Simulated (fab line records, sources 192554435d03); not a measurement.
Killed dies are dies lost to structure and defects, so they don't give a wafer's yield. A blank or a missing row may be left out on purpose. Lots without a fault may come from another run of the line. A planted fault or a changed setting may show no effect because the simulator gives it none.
Chamber matching | flow n5_finfet | N5_BEOL_M4_PRE_CLEAN_60 on cvd_co-01: 3 sister chambers
The step time 15 s. 30 wafers are shown with their chamber, then 12 later ones without.

WAFERS WITH THEIR CHAMBER
wafer  | chamber | heater_power_outer_w (W) | heater_power_w (W)
L076.1 | 0       | 21                       | 92
L076.4 | 2       | 15                       | 80
L076.6 | 0       | 21                       | 94
L080.3 | 1       | 23                       | 85
L080.4 | 1       | 23                       | 87
L080.5 | 0       | 21                       | 95
L079.3 | 1       | 24                       | 83
L079.4 | 0       | 21                       | 94
L079.6 | 1       | 23                       | 85
L078.1 | 1       | 23                       | 85
L078.2 | 0       | 21                       | 97
L078.5 | 0       | 20                       | 97
L082.2 | 0       | 21                       | 96
L082.3 | 2       | 15                       | 80
L082.6 | 1       | 23                       | 87
L083.2 | 0       | 21                       | 94
L083.5 | 1       | 24                       | 86
L083.6 | 2       | 15                       | 81
L081.1 | 2       | 15                       | 83
L081.5 | 1       | 23                       | 85
L081.6 | 2       | 16                       | 82
L087.1 | 2       | 16                       | 81
L087.4 | 0       | 21                       | 96
L087.5 | 2       | 16                       | 81
L089.1 | 1       | 24                       | 86
L089.4 | 1       | 23                       | 81
L089.5 | 0       | 21                       | 97
L091.2 | 0       | 22                       | 96
L091.3 | 1       | 23                       | 85
L091.6 | 0       | 22                       | 99

SIGNATURES (means of the wafers above)
reading              | chamber 0 | chamber 1 | chamber 2 | scatter within a chamber
heater_power_outer_w | 21.08     | 23.27     | 15.43     | 0.502
heater_power_w       | 95.58     | 85.00     | 81.14     | 1.68
Rule: a wafer's distance from a chamber is the root of the sum, over the readings, of the square of ((its reading less the chamber's mean) divided by the reading's scatter). The wafer belongs to the nearest chamber; if the next one is less than 2 further off, it can't be placed. The scatter: the root of (the sum of the squares of (reading less its chamber's mean) over the shown wafers, divided by (wafers less chambers)).

WAFERS WITHOUT THEIR CHAMBER
wafer  | heater_power_outer_w (W) | heater_power_w (W)
L092.2 | 16                       | 82
L092.3 | 23                       | 84
L092.4 | 23                       | 88
L093.1 | 16                       | 82
L093.3 | 23                       | 85
L093.6 | 24                       | 88
L096.1 | 22                       | 96
L096.3 | 23                       | 84
L096.5 | 24                       | 85
L097.1 | 23                       | 86
L097.3 | 17                       | 83
L097.5 | 17                       | 83

WHICH CHAMBER EACH WENT THROUGH
wafer  | from the rows above | in truth
L092.2 | 2                   | 2
L092.3 | 1                   | 1
L092.4 | 1                   | 1
L093.1 | 2                   | 2
L093.3 | 1                   | 1
L093.6 | 1                   | 1
L096.1 | 0                   | 0
L096.3 | 1                   | 1
L096.5 | 1                   | 1
L097.1 | 1                   | 1
L097.3 | 2                   | 2
L097.5 | 2                   | 2
Placed correctly: 12 of 12. Can't be placed from these rows: 0. Placed wrongly: 0.
